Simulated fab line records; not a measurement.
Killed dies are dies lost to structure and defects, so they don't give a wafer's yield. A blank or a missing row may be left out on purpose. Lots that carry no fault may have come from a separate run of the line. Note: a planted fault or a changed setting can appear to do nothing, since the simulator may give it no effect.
Which of the tools did it? :: flow nand_harc :: 6 lots, 18 wafers sampled, at 1 step of a route of 1302

WHAT THE GAUGES READ, wafer by wafer
NHARC_A_CONTACT_INSPECT_23.
lot: L412
measured: day 23 07:36
on: defect_inspect-01
raw_defect_count: 357 560 350

lot: L415
measured: day 25 02:14
on: defect_inspect-01
raw_defect_count: 588 407 688

lot: L420
measured: day 26 18:40
on: defect_inspect-01
raw_defect_count: 409 310 395

lot: L427
measured: day 30 10:58
on: defect_inspect-02
raw_defect_count: 585 446 475

lot: L429
measured: day 31 01:46
on: defect_inspect-02
raw_defect_count: 518 1001 576

lot: L433
measured: day 32 15:57
on: defect_inspect-01
raw_defect_count: 630 569 645

WHAT TOOL EACH LOT RAN ON (gives the tool, then ch and the chambers of the sampled wafers, and finally the start)
There is no process step in the record ahead of these readings.

THE ANSWER, worked out from the rows above alone
Rule: the lots themselves supply what counts as usual. The widest of any qualifying gaps counts: lots, ordered by their means at a reading, are off when they make up no more than a third of the lots, leave a main group of 4 or more, and stand apart from it by 3 or more times the standard deviation of that group's means. If all means in a main group match to the digits the tables above print for the reading, that group is not used. A lot without any number at a reading at which 4 lots or more have one is off too. Any other lot the step has rows for is counted as sound.
No lot is off at any reading shown: from this, nothing can be told.

WHAT WAS PUT IN BY THE SIMULATOR
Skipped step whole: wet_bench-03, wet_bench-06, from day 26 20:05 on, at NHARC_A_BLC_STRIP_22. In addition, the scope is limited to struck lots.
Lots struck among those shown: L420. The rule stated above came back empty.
